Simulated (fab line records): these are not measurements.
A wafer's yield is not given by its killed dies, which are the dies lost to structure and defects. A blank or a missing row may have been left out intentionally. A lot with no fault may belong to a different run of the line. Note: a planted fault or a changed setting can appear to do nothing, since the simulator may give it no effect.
2 desks looking at one fault | flow nand_harc | every desk sees just its own numbers, and what lay behind them comes last

== FOR THE TOOL OWNER'S DESK: rie_metal-01 ==
The tool's own readings at NHARC_A_WL_FILL_ETCHBACK_04 (etches the open film in NF3, target depth 60 nm, time 120 s): means of the sampled wafers that have a number, for each lot that ran on this tool. The brackets show how far a lot's mean lies from the usual mean; more than 4 standard deviations puts the lot out of limits, marked OUT.
Columns: A = drypump_motor_current_A at NHARC_A_WL_FILL_ETCHBACK_04, usual 5.7 A; B = oes_product_au at NHARC_A_WL_FILL_ETCHBACK_04, usual 1.002 a.u.
lot  | first seen here | A   | B
L372 | day 20 23:17    | 5.7 | 1.014
L376 | day 23 02:59    | 5.6 | 1.007
L378 | day 23 17:40    | 5.6 | 1.009
L379 | day 24 06:41    | 5.6 | 0.999
L381 | day 24 12:33    | 5.6 | 1.011
L387 | day 27 08:31    | 5.7 | 1.011
L390 | day 28 06:58    | 5.6 | 1.008
This desk found nothing out of limits on any of the 7 lots.

== METROLOGY DESK ==
What the gauges read for every lot (on any tool): the sampled wafers with a number, averaged. The brackets show how far a lot's mean lies from the usual mean; more than 4 standard deviations puts the lot out of limits, marked OUT.
Columns: A = cd_nm at NHARC_THIN_TSV_CD_MEAS_16, usual 999.7 nm
lot  | first seen here | A
L372 | day 24 03:56    | 1000.5
L373 | day 24 14:53    | 999.4
L374 | day 24 16:13    | 1000.7
L377 | day 26 17:40    | 999.6
L376 | day 26 18:52    | 1001.2
L378 | day 27 06:52    | 1000.4
L379 | day 27 14:19    | 1000.6
L381 | day 27 22:56    | 998.4
L384 | day 29 11:17    | 998.3
L387 | day 30 13:44    | 1001.3
L390 | day 32 03:26    | 1000.1
L392 | day 32 06:22    | 1000.9
L394 | day 33 14:00    | 999.7
This desk found nothing out of limits on any of the 13 lots.

== PUT TOGETHER ==
The tool owner's desk saw nothing out of limits.
From the metrology desk's view, nothing was out of limits.

== WHAT THE SIMULATOR PUT IN ==
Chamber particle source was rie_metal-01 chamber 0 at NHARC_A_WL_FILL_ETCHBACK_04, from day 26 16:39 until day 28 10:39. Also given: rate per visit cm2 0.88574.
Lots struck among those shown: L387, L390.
